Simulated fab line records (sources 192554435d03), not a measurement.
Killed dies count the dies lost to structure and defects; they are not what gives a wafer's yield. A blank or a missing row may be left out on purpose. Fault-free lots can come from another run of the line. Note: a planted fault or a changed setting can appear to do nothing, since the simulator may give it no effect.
Lot-split experiment ; flow n5-finfet ; route with 1938 steps; 7 lots, 21 wafers read

## SPLIT DETAILS
At N5_SD_EPI_P_PEB_07 (peb time 60 s), the setting peb-time-s was moved away from the recipe's 60 s on 7 of the 21 wafers read, by -19.0% to -7.0%. This setting was run at the recipe's value on the other wafers.

## BETWEEN THE SPLIT AND THE READING: the file shows 1 step in between
- N5_SD_EPI_P_DEVELOP_08: develop time 30 s

## THE READING
cd-nm at N5_SD_EPI_P_CD_MEAS_09, given in nm (cd target 240 nm). Fault-free wafers of this fab line usually give 240.3 nm, standard deviation 1.2 nm.

wafer;tool, chamber at the split;peb-time-s as run, s;against the recipe;cd-nm, nm;against lot-mates on the recipe
L075.1;litho-track-04, 0;60;recipe;237.7;-
L075.2;litho-track-04, 0;60;recipe;238.8;-
L075.4;litho-track-04, 0;60;recipe;238.4;-
L082.2;litho-track-02, 0;60;recipe;242.3;-
L082.3;litho-track-02, 0;54.35;-9.4%;236.9;-4.2
L082.5;litho-track-02, 0;60;recipe;239.8;-
L085.4;litho-track-02, 0;60;recipe;239.7;-
L085.5;litho-track-02, 0;55.83;-7.0%;239.0;-1.0
L085.6;litho-track-02, 0;60;recipe;240.3;-
L086.2;litho-track-04, 0;55.79;-7.0%;236.7;no lot-mate on the recipe
L086.3;litho-track-04, 0;55.79;-7.0%;236.5;no lot-mate on the recipe
L086.4;litho-track-04, 0;55.79;-7.0%;237.0;no lot-mate on the recipe
L087.1;litho-track-04, 0;60;recipe;237.9;-
L087.2;litho-track-04, 0;48.58;-19.0%;230.2;-7.7
L087.6;litho-track-04, 0;48.58;-19.0%;231.4;-6.5
L089.1;litho-track-02, 0;60;recipe;240.5;-
L089.2;litho-track-02, 0;60;recipe;240.6;-
L089.4;litho-track-02, 0;60;recipe;242.1;-
L091.1;litho-track-03, 0;60;recipe;239.9;-
L091.4;litho-track-03, 0;60;recipe;240.5;-
L091.6;litho-track-03, 0;60;recipe;240.5;-

FIT RESULTS
A straight line over all 21 wafers: cd-nm changes by +0.455 nm for each +1% of peb-time-s; r = +0.91; the points scatter about the line by 1.3 nm.
The same after taking each lot's own level away (the mean of its wafers on the recipe; 18 wafers): +0.37 nm for each +1%; r = +0.95; scatter 0.77 nm.
On that fit, the largest move of peb-time-s shifts the reading by 7 nm.
Measured against the standard deviation above, the lots' own levels, which go from 237.90 to 241.07 nm, span 2.6 times it.
So the lot-to-lot level changes the slope: the two fits differ.
Check: with one of the wafers moved furthest among these (-19.0%) left out of the fit, the line predicts -6.48 nm for it against its lot-mates. It came out at -7.7 nm against them.

## OTHER SPLITS APPLIED TO THESE WAFERS
Note: prior to the reading, these wafers also went through further splits. Each is held against what the fit with the lots' levels taken away leaves over:
other split on the same wafers;wafers away from the commonest value;r with cd-nm (lot level and that fit taken away)
N5_WELL_APT_COAT_02 spin-rpm;8;-0.20
N5_WELL_APT_COAT_19 spin-rpm;4;-0.08
N5_FIN_SAQP_HM_DEP_72 time-s;9;+0.01
N5_FIN_SAQP_DESCUM_21 time-s;6;-0.17
N5_FIN_CUT_COAT_19 spin-rpm;10;+0.11
N5_DUMMY_GATE_COAT_35 spin-rpm;10;-0.31

## THE WHOLE CHAIN: every reading that the file lists as answering this split, in the file's order
step;what it does;reading;change (the file's fit);r (the file's)
N5_SD_EPI_P_CD_MEAS_09;target cd 240 nm;cd-nm;+0.363 nm for each +1% of the setting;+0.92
N5_SD_EPI_P_DESCUM_14;chemistry O2, time 7.9 s;SD_EPI_P.cd-nm (the simulator's own value, which no gauge read);+0.365 nm for each +1% of the setting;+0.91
N5_SD_EPI_P_ETCH_36;etches SiARC in CF4, target depth 45.5 nm, time 75.8 s;SD_EPI_P.cd-nm (the simulator's own value, which no gauge read);+0.339 nm for each +1% of the setting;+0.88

## THE FILE'S OWN FIT
cd-nm changes by +0.363 nm for each +1% of peb-time-s, r = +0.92.
